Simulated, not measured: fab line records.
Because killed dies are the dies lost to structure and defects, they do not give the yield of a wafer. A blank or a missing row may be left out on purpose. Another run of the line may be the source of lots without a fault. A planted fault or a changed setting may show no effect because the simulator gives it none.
fab line records + flow nand_harc
[record]
- lots = 13
- wafers = 39
- last_day = 25
route steps=1159 shown A_CHANNEL_FILL_D1@499 A_BONDPAD@1077 THIN_TSV@1126 END@1159
lots that met no fault: from a run of the same line without faults
start_h: start of the lot's first displayed wafer, in hours after the record's first day + wait_h: hours from the lot's prior step to this one + " as in the row above + L1.1+2: several wafers, shown together as one row + - no value present, or no start provided + * or withheld: withheld + < > ~ a bound
route shown NAME@n: NAME is a module with steps in the file, n the number in the route of the first one + usual: the fault-free wafers' mean and standard deviation + same: alike in all rows + chamber/n: place in a boat + sites: per-site readings + _std_site: the values' standard deviation + _edge_site: the outer-site mean with the inner-site mean subtracted + radius_mm: for every site, how far away it sits from the centre of the wafer + mask NAME#n: copy n + behind: the tool/chamber that last shaped the wafer + hold: reason for holding the lot/hours on hold/outcome of the hold + device: names the non-switching transistor (n, p or np) + end of line: the route-end tests of the same wafers + a step with no rows: only its recipe + killed: at the first sort, the dies lost to defects and structure; wafer yield is something else + map: a wafer's dies, x killed, . not, _ none there
set.NAME: the setting that was run; set.NAME@STEP: the one run at that earlier step + model.NAME: the simulator's own value behind a step, which no gauge read
route steps across a sampled set of lots; one table per step, one row per wafer
services: when a tool's chamber went out of use (start_h, in hours from the record's first day, below 0 if earlier), for how many hours, and the reason
[[steps]]
[step NHARC_A_CHANNEL_FILL_D1_ETCHBACK_19]
[recipe]
- target_depth_a = 50
- time_s = 1.7
- hbr_flow_sccm = 150
- cl2_flow_sccm = 50
- rf_w = 400
- icp_w = 400
- bias_w = 100
- chemistry = HBr/Cl2
[usual]
- drypump_motor_current_A = 5.7/0.38
- oes_product_au = 0.995/0.017
- throttle_valve_pct = 26.405/0.0093
| lot.wafer | tool      | chamber | start_h | wait_h | drypump_motor_current_A | oes_product_au | rf_hours_counter_h | throttle_valve_pct |
|-----------|-----------|---------|---------|--------|-------------------------|----------------|--------------------|--------------------|
| L845.1    | rie_si-04 | 0       | 191.09  | 0.4    | 6.0                     | 1.007          | 0.7                | 26.410             |
| L845.3    | "         | 3       | "       | "      | 5.6                     | 1.000          | 0.9                | 26.391             |
| L845.6    | "         | 1       | "       | "      | 6.1                     | 1.018          | -                  | 26.411             |
| L846.3    | rie_si-06 | 3       | 219.11  | 0.4    | 6.3                     | 1.022          | 0.2                | 26.399             |
| L846.2    | "         | 1       | "       | "      | 5.2                     | 0.998          | 0.2                | 26.404             |
| L846.5    | "         | 3       | "       | "      | 6.3                     | 1.012          | -                  | 26.420             |
| L850.3    | rie_si-03 | 0       | 235.02  | 0.4    | 5.4                     | 1.006          | 0.7                | 26.406             |
| L850.2    | "         | 1       | "       | "      | 5.2                     | 0.982          | 0.7                | 26.396             |
| L850.4    | "         | 3       | "       | "      | 5.9                     | 0.972          | 0.5                | 26.394             |
| L849.4    | rie_si-04 | 0       | 235.02  | 0.4    | 6.0                     | 0.997          | 1.2                | 26.399             |
| L849.2    | "         | 2       | "       | "      | 5.4                     | 1.021          | 1.2                | 26.391             |
| L849.5    | "         | 1       | "       | "      | 6.1                     | 0.998          | -                  | 26.398             |
| L851.2    | rie_si-04 | 3       | 242.82  | 0.4    | 5.6                     | 0.994          | 1.4                | 26.420             |
| L851.3    | "         | 0       | "       | "      | 6.0                     | 0.990          | 1.3                | 26.407             |
| L851.5    | "         | 3       | "       | "      | 5.6                     | 0.995          | -                  | 26.412             |
| L853.1    | rie_si-03 | 3       | 258.87  | 0.4    | 5.8                     | 0.969          | 0.7                | 26.399             |
| L853.3    | "         | 0       | "       | "      | 5.4                     | 1.001          | 0.8                | 26.418             |
| L853.5    | "         | 3       | "       | "      | 5.8                     | 0.961          | -                  | 26.401             |
| L854.3    | rie_si-06 | 3       | 269.15  | 0.4    | 6.3                     | 1.015          | 0.7                | 26.402             |
| L854.1    | "         | 1       | "       | "      | 5.2                     | 1.017          | 0.7                | 26.412             |
| L854.6    | "         | 0       | "       | "      | 5.4                     | 0.986          | -                  | 26.399             |
| L855.4    | rie_si-03 | 3       | 269.15  | 0.4    | 5.9                     | 0.976          | 0.8                | 26.403             |
| L855.3    | "         | 2       | "       | "      | 6.2                     | 0.964          | 0.9                | 26.404             |
| L855.6    | "         | 0       | "       | "      | 5.3                     | 1.001          | -                  | 26.391             |
| L856.4    | rie_si-04 | 3       | 285.39  | 0.4    | 5.6                     | 1.021          | 0                  | 26.407             |
| L856.1    | "         | 1       | "       | "      | 6.1                     | 1.002          | 0                  | 26.411             |
| L856.2    | "         | 2       | "       | "      | 5.4                     | 1.010          | 0                  | 26.411             |
| L861.2    | rie_si-06 | 2       | 308.89  | 0.4    | 6.1                     | 1.009          | 1.0                | 26.387             |
| L861.6    | "         | 3       | "       | "      | 6.3                     | 1.017          | -                  | 26.412             |
| L861.5    | "         | 0       | "       | "      | 5.3                     | 0.998          | -                  | 26.408             |
| L864.1    | rie_si-06 | 3       | 327.64  | 0.4    | 6.3                     | 1.019          | 1.3                | 26.392             |
| L864.6    | "         | 0       | "       | "      | 5.4                     | 0.988          | -                  | 26.405             |
| L864.5    | "         | 1       | "       | "      | 5.2                     | 1.003          | -                  | 26.403             |
| L866.4    | rie_si-03 | 3       | 331.60  | 0.4    | 5.8                     | 0.974          | 1.0                | 26.410             |
| L866.1    | "         | 0       | "       | "      | 5.3                     | 0.997          | 1.4                | 26.397             |
| L866.3    | "         | 1       | "       | "      | 5.3                     | 0.982          | 1.5                | 26.399             |
| L867.2    | rie_si-04 | 0       | 349.94  | 0.4    | 6.0                     | 1.007          | 0.6                | 26.411             |
| L867.5    | "         | 2       | "       | "      | 5.4                     | 1.019          | -                  | 26.402             |
| L867.6    | "         | 3       | "       | "      | 5.6                     | 0.999          | -                  | 26.399             |
[step NHARC_A_BONDPAD_ETCH_12]
[recipe]
- target_depth_a = 2200
- time_s = 110
- chf3_flow_sccm = 50
- o2_flow_sccm = 10
- ar_flow_sccm = 200
- rf_w = 500
- bias_w = 200
- chemistry = CHF3/O2
[usual]
- drypump_motor_current_A = 5.7/0.47
- oes_product_au = 0.946/0.025
- rf_vpp_V = 371.3/2
- showerhead_plenum_p_Torr = 2.43/0.088
- throttle_valve_pct = 20.570/0.0093
| lot.wafer | tool        | chamber | start_h | wait_h | drypump_motor_current_A | oes_product_au | rf_hours_counter_h | rf_vpp_V | showerhead_plenum_p_Torr | throttle_valve_pct |
|-----------|-------------|---------|---------|--------|-------------------------|----------------|--------------------|----------|--------------------------|--------------------|
| L845.3    | rie_diel-10 | 2       | -       | -      | 6.6                     | 0.932          | 19                 | 374.7    | 2.56                     | 20.584             |
| L845.1    | "           | 0       | "       | "      | 6.1                     | 0.932          | 19                 | 371.8    | 2.36                     | 20.560             |
| L845.6    | "           | 2       | "       | "      | 6.6                     | 0.920          | -                  | 373.5    | 2.56                     | 20.559             |
| L846.3    | rie_diel-10 | 0       | -       | -      | 6.0                     | 0.927          | 20                 | 368.4    | 2.36                     | 20.551             |
| L846.2    | "           | 2       | "       | "      | 6.6                     | 0.918          | 20                 | 373.8    | 2.56                     | 20.576             |
| L846.5    | "           | 1       | "       | "      | 5.8                     | 0.934          | -                  | 371.8    | 2.42                     | 20.565             |
| L850.2    | rie_diel-06 | 2       | -       | -      | 5.4                     | 1.009          | 0                  | 373.8    | 2.58                     | 20.564             |
| L850.3    | "           | 0       | "       | "      | 5.0                     | 0.973          | 0                  | 371.4    | 2.43                     | 20.574             |
| L850.4    | "           | 1       | "       | "      | 5.3                     | 0.964          | 0                  | 372.2    | 2.46                     | 20.577             |
| L849.4    | rie_diel-07 | 0       | -       | -      | 6.3                     | 0.909          | 5                  | 373.4    | 2.49                     | 20.564             |
| L849.2    | "           | 1       | "       | "      | 6.2                     | 0.920          | 5                  | 369.3    | 2.35                     | 20.566             |
| L849.5    | "           | 3       | "       | "      | 6.0                     | 0.927          | -                  | 371.2    | 2.41                     | 20.567             |
| L851.2    | rie_diel-07 | 2       | -       | -      | 5.5                     | 0.943          | 5                  | 368.0    | 2.26                     | 20.589             |
| L851.3    | "           | 3       | "       | "      | 6.0                     | 0.928          | 6                  | 369.9    | 2.41                     | 20.565             |
| L851.5    | "           | 2       | "       | "      | 5.6                     | 0.937          | -                  | 366.9    | 2.26                     | 20.582             |
| L853.3    | rie_diel-06 | 2       | -       | -      | 5.4                     | 0.992          | 1                  | 375.0    | 2.57                     | 20.578             |
| L853.1    | "           | 0       | "       | "      | 5.0                     | 0.963          | 1                  | 370.6    | 2.43                     | 20.592             |
| L853.5    | "           | 2       | "       | "      | 5.4                     | 0.990          | -                  | 374.9    | 2.57                     | 20.566             |
| L855.3    | rie_diel-07 | 0       | -       | -      | 6.3                     | 0.908          | 10                 | 373.3    | 2.49                     | 20.570             |
| L855.4    | "           | 1       | "       | "      | 6.2                     | 0.938          | 10                 | 368.6    | 2.35                     | 20.578             |
| L855.6    | "           | 3       | "       | "      | 6.0                     | 0.933          | -                  | 371.8    | 2.41                     | 20.576             |
| L856.1    | rie_diel-06 | 2       | -       | -      | 5.4                     | 0.983          | 2                  | 372.7    | 2.57                     | 20.580             |
| L856.2    | "           | 0       | "       | "      | 5.0                     | 0.972          | 2                  | 371.2    | 2.43                     | 20.576             |
| L856.4    | "           | 1       | "       | "      | 5.4                     | 0.977          | 2                  | 370.8    | 2.46                     | 20.548             |
| L854.1    | rie_diel-07 | 0       | -       | -      | 6.3                     | 0.901          | 12                 | 372.2    | 2.49                     | 20.567             |
| L854.3    | "           | 1       | "       | "      | 6.2                     | 0.929          | 14                 | 370.6    | 2.35                     | 20.561             |
| L854.6    | "           | 1       | "       | "      | 6.2                     | 0.930          | -                  | 368.9    | 2.34                     | 20.569             |
| L861.2    | rie_diel-06 | 3       | -       | -      | 6.0                     | 0.927          | 3                  | 372.6    | 2.44                     | 20.580             |
| L861.5    | "           | 0       | "       | "      | 5.0                     | 0.926          | -                  | 371.0    | 2.43                     | 20.560             |
| L861.6    | "           | 3       | "       | "      | 6.0                     | 0.934          | -                  | 371.8    | 2.44                     | 20.580             |
| L864.1    | rie_diel-07 | 1       | -       | -      | 6.2                     | 0.939          | 22                 | 368.8    | 2.34                     | 20.576             |
| L864.5    | "           | 2       | "       | "      | 5.5                     | 0.950          | -                  | 368.5    | 2.25                     | 20.579             |
| L864.6    | "           | 3       | "       | "      | 6.0                     | 0.918          | -                  | 370.8    | 2.40                     | 20.562             |
| L866.1    | rie_diel-06 | 0       | -       | -      | 5.0                     | 0.992          | 4                  | 371.0    | 2.43                     | 20.567             |
| L866.3    | "           | 1       | "       | "      | 5.3                     | 0.960          | 4                  | 371.5    | 2.46                     | 20.571             |
| L866.4    | "           | 2       | "       | "      | 5.4                     | 0.976          | 4                  | 373.3    | 2.57                     | 20.562             |
| L867.2    | rie_diel-10 | 3       | -       | -      | 5.0                     | 0.995          | 1                  | 373.0    | 2.54                     | 20.576             |
| L867.6    | "           | 0       | "       | "      | 6.0                     | 0.991          | -                  | 369.5    | 2.34                     | 20.574             |
| L867.5    | "           | 1       | "       | "      | 5.8                     | 0.971          | -                  | 370.5    | 2.40                     | 20.566             |
[step NHARC_THIN_TSV_STRIP_62]
[recipe]
- power_w = 1500
- temp_c = 250
- time_s = 20
- chemistry = N2/H2
[usual]
- drypump_motor_current_A = 5.6/0.34
- heater_power_w = 314/18
- rf_refl_power_W = 20/4.5
| lot.wafer | tool            | chamber | start_h | wait_h | drypump_motor_current_A | heater_power_w | rf_hours_counter_h | rf_refl_power_W |
|-----------|-----------------|---------|---------|--------|-------------------------|----------------|--------------------|-----------------|
| L845.1    | plasma_asher-01 | 1       | 440.44  | -      | 6.1                     | 319            | 53                 | 19              |
| L845.3    | "               | 1       | "       | "      | 6.1                     | 323            | -                  | 20              |
| L845.6    | "               | 1       | "       | "      | 6.1                     | 317            | -                  | 19              |
| L846.2    | plasma_asher-01 | 1       | 441.08  | -      | 6.1                     | 315            | 53                 | -               |
| L846.3    | "               | 0       | "       | "      | 5.3                     | 351            | -                  | -               |
| L846.5    | "               | 1       | "       | "      | 6.1                     | 317            | -                  | -               |
| L849.2    | plasma_asher-02 | 0       | 461.72  | -      | 5.3                     | 316            | 32                 | 14              |
| L849.4    | "               | 1       | "       | "      | 5.6                     | 301            | -                  | 26              |
| L849.5    | "               | 1       | "       | "      | 5.7                     | 299            | -                  | 26              |
| L850.2    | plasma_asher-02 | 1       | 462.48  | -      | 5.6                     | 304            | 33                 | 25              |
| L850.3    | "               | 0       | "       | "      | 5.3                     | 313            | -                  | 14              |
| L850.4    | "               | 1       | "       | "      | 5.6                     | 297            | -                  | 25              |
| L851.2    | plasma_asher-02 | 1       | 463.61  | -      | 5.6                     | 301            | 33                 | 26              |
| L851.3    | "               | 1       | "       | "      | 5.7                     | 302            | -                  | 25              |
| L851.5    | "               | 1       | "       | "      | 5.6                     | 298            | -                  | 26              |
| L855.4    | plasma_asher-02 | 0       | 490.17  | -      | 5.3                     | 315            | -                  | 15              |
| L855.3    | "               | 1       | "       | "      | 5.7                     | 299            | -                  | 26              |
| L855.6    | "               | 0       | "       | "      | 5.2                     | 311            | -                  | 14              |
| L853.1    | plasma_asher-02 | 1       | 491.41  | -      | 5.7                     | 290            | 42                 | 27              |
| L853.3    | "               | 1       | "       | "      | 5.7                     | 295            | -                  | 25              |
| L853.5    | "               | 0       | "       | "      | 5.3                     | 313            | -                  | 14              |
| L856.1    | plasma_asher-01 | 1       | 502.30  | -      | 6.1                     | 298            | 14                 | 19              |
| L856.2    | "               | 0       | "       | "      | 5.4                     | 333            | 14                 | 22              |
| L856.4    | "               | 1       | "       | "      | 6.1                     | 308            | -                  | 18              |
| L854.1    | plasma_asher-02 | 0       | 503.59  | -      | 5.2                     | 324            | 46                 | 14              |
| L854.3    | "               | 1       | "       | "      | 5.7                     | 290            | -                  | 25              |
| L854.6    | "               | 0       | "       | "      | 5.2                     | 315            | -                  | 14              |
| L861.2    | plasma_asher-01 | 0       | 540.24  | -      | 5.3                     | 344            | 27                 | 23              |
| L861.5    | "               | 1       | "       | "      | 6.1                     | 304            | -                  | 20              |
| L861.6    | "               | 0       | "       | "      | 5.4                     | 333            | -                  | 21              |
| L864.1    | plasma_asher-01 | 1       | 548.55  | -      | 6.1                     | 305            | 35                 | 20              |
| L864.6    | "               | 0       | "       | "      | 5.4                     | 337            | -                  | 21              |
| L864.5    | "               | 1       | "       | "      | 6.1                     | 304            | -                  | 19              |
| L866.1    | plasma_asher-02 | 1       | 554.17  | -      | 5.7                     | 296            | 3                  | 26              |
| L866.3    | "               | 1       | "       | "      | 5.7                     | 303            | -                  | 25              |
| L866.4    | "               | 0       | "       | "      | 5.3                     | 307            | -                  | 15              |
| L867.2    | plasma_asher-01 | 1       | 565.50  | -      | 6.1                     | 308            | 41                 | 18              |
| L867.6    | "               | 0       | "       | "      | 5.3                     | 344            | -                  | 22              |
| L867.5    | "               | 1       | "       | "      | 6.1                     | 301            | -                  | 19              |
[step NHARC_END_SORT_01]
[recipe]
- temp_c = 25
[usual]
- killed_at_array = 30/10
- killed_at_other = 0.5/0.82
- killed_at_periphery = 2.9/2
- killed_dies = 34/11
- killed_open = 3.2/1.8
- killed_short = 2.0/1.4
[same]
- gross_dies = 677
| lot.wafer | tool      | chamber | start_h | wait_h | killed_at_array | killed_at_other | killed_at_periphery | killed_dies | killed_open | killed_short |
|-----------|-----------|---------|---------|--------|-----------------|-----------------|---------------------|-------------|-------------|--------------|
| L861.2    | prober-02 | 0       | 560.50  | 2.8    | 130             | 1               | 2                   | 133         | 2           | 1            |
| L861.5    | prober-02 | 0       | 562.93  | 3.7    | 123             | 3               | 1                   | 127         | 3           | 4            |
| L861.6    | prober-02 | 0       | 563.73  | 4.0    | 85              | 1               | 3                   | 89          | 5           | 7            |
| L864.1    | prober-01 | 0       | 566.36  | 2.5    | 92              | 0               | 4                   | 96          | 4           | 4            |
| L864.5    | prober-01 | 0       | 569.54  | 3.7    | 101             | 0               | 8                   | 109         | 4           | 1            |
| L864.6    | prober-01 | 0       | 570.33  | 4.0    | 136             | 0               | 2                   | 138         | 2           | 1            |
// killed by level:class
L861.2 A_CHANNEL_FILL_D1:unspecified=97 A_CHANNEL_HOLE_D1:chamber_film_flake=16 A_SGD_CUT:chamber_film_flake=6 A_STAIRCASE:chamber_film_flake=3 A_CONTACT:chamber_film_flake=3 A_BLC:chamber_film_flake=3 P_M0:geometric_particle:open=1 P_M1:geometric_particle:open=1
L861.5 A_CHANNEL_FILL_D1:unspecified=94 A_CHANNEL_HOLE_D1:chamber_film_flake=14 A_SGD_CUT:chamber_film_flake=3 A_CONTACT:geometric_particle:open=2 A_CONTACT:chamber_film_flake=2 THIN_TSV:chamber_film_flake=2 A_SOURCE_PLATE:geometric_particle:short=1 A_CHANNEL_HOLE_D1:geometric_particle:short=1
L861.6 A_CHANNEL_FILL_D1:unspecified=40 A_CHANNEL_HOLE_D1:chamber_film_flake=13 A_SGD_CUT:chamber_film_flake=7 A_CONTACT:chamber_film_flake=6 A_STAIRCASE:chamber_film_flake=4 A_SGD_CUT:geometric_particle:short=2 A_M0:geometric_particle:open=2 A_BLC:chamber_film_flake=2
L864.1 A_CHANNEL_FILL_D1:unspecified=45 A_CHANNEL_HOLE_D1:chamber_film_flake=18 A_SLIT:chamber_film_flake=14 A_CONTACT:chamber_film_flake=4 A_STAIRCASE:chamber_film_flake=3 A_CONTACT:geometric_particle:open=2 P_M2:chamber_film_flake=2 A_ZERO_WELL:chamber_film_flake=2
L864.5 A_CHANNEL_FILL_D1:unspecified=69 A_CHANNEL_HOLE_D1:chamber_film_flake=17 A_CONTACT:chamber_film_flake=6 P_M2:chamber_film_flake=4 A_ONON_D1:geometric_particle:open=2 P_STI:chamber_film_flake=2 A_SLIT:chamber_film_flake=2 P_M1:geometric_particle:open=1
L864.6 A_CHANNEL_FILL_D1:unspecified=95 A_CHANNEL_HOLE_D1:chamber_film_flake=21 A_SLIT:chamber_film_flake=14 A_CONTACT:chamber_film_flake=2 A_WL_FILL:geometric_particle:open=1 A_CONTACT:geometric_particle:short=1 A_CONTACT:geometric_particle:open=1 P_STI:chamber_film_flake=1
[[services]]
| tool            | chamber | start_h | hours | kind   |
|-----------------|---------|---------|-------|--------|
| plasma_asher-02 | -       | 183.40  | 9.0   | pm     |
| rie_si-04       | 2       | 196.49  | 5.2   | repair |
| rie_diel-06     | 0       | 200.43  | 12.3  | repair |
| rie_diel-07     | -       | 228.20  | 9.0   | pm     |
| rie_diel-06     | -       | 241.20  | 9.0   | pm     |
| rie_diel-06     | 2       | 251.69  | 4.9   | repair |
| rie_diel-07     | 0       | 270.30  | 4.9   | repair |
| rie_si-04       | -       | 276.00  | 9.0   | pm     |
| plasma_asher-01 | -       | 276.00  | 9.0   | pm     |
| rie_diel-07     | 0       | 299.17  | 2.5   | repair |
| rie_diel-06     | -       | 303.65  | 2.1   | repair |
| rie_si-04       | 3       | 355.11  | 1.5   | repair |
| plasma_asher-02 | -       | 360.40  | 9.0   | pm     |
| rie_si-04       | 2       | 395.01  | 6.2   | repair |
| rie_diel-07     | 0       | 399.53  | 2.7   | repair |
| rie_diel-07     | -       | 405.22  | 9.0   | pm     |
| rie_diel-06     | -       | 418.20  | 9.0   | pm     |
| rie_diel-07     | 1       | 431.74  | 1.5   | repair |
| rie_si-04       | -       | 453.00  | 9.0   | pm     |
| plasma_asher-01 | -       | 453.00  | 9.0   | pm     |
| rie_diel-06     | 0       | 496.44  | 15.7  | repair |
| rie_diel-06     | 2       | 517.61  | 4.1   | repair |
| plasma_asher-02 | -       | 537.56  | 9.0   | pm     |
| rie_si-04       | 3       | 554.69  | 7.8   | repair |
[[key]]
[first_sign]
- step = NHARC_END_SORT_01
- reading = killed_at_array
- direction = up
- sigmas = 7.8
- usual = 30
- struck = 111
[effect]
- step = NHARC_END_SORT_01
- reading = killed_dies
- direction = up
- sigmas = 7.7
- usual = 34
- struck = 115
[more_kills_born_at]
- NHARC_A_CHANNEL_FILL_D1_ETCHBACK_19@rie_si-06 = 440
met_at NHARC_A_CHANNEL_FILL_D1_ETCHBACK_19
struck_lots L861,L864
tester_left_out L861,L864
not_acting_at NHARC_A_BONDPAD_ETCH_12,NHARC_THIN_TSV_STRIP_62
onset_between 269.15 308.89
[fault]
- kind = chamber_particle_source
- tool = rie_si-06
- chamber = -
- onset_h = 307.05
- steps = NHARC_A_CHANNEL_FILL_D1_ETCHBACK_19
- rate_per_visit_cm2 = 1.5621
- end_h = 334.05
// tester_left_out: of these lots the tester's yield and bins aren't shown, on N5 and GAA mostly nor the transistor test; their killed dies are dies lost to structure and defects alone, not to doping, threshold or leakage, so they don't give the yield
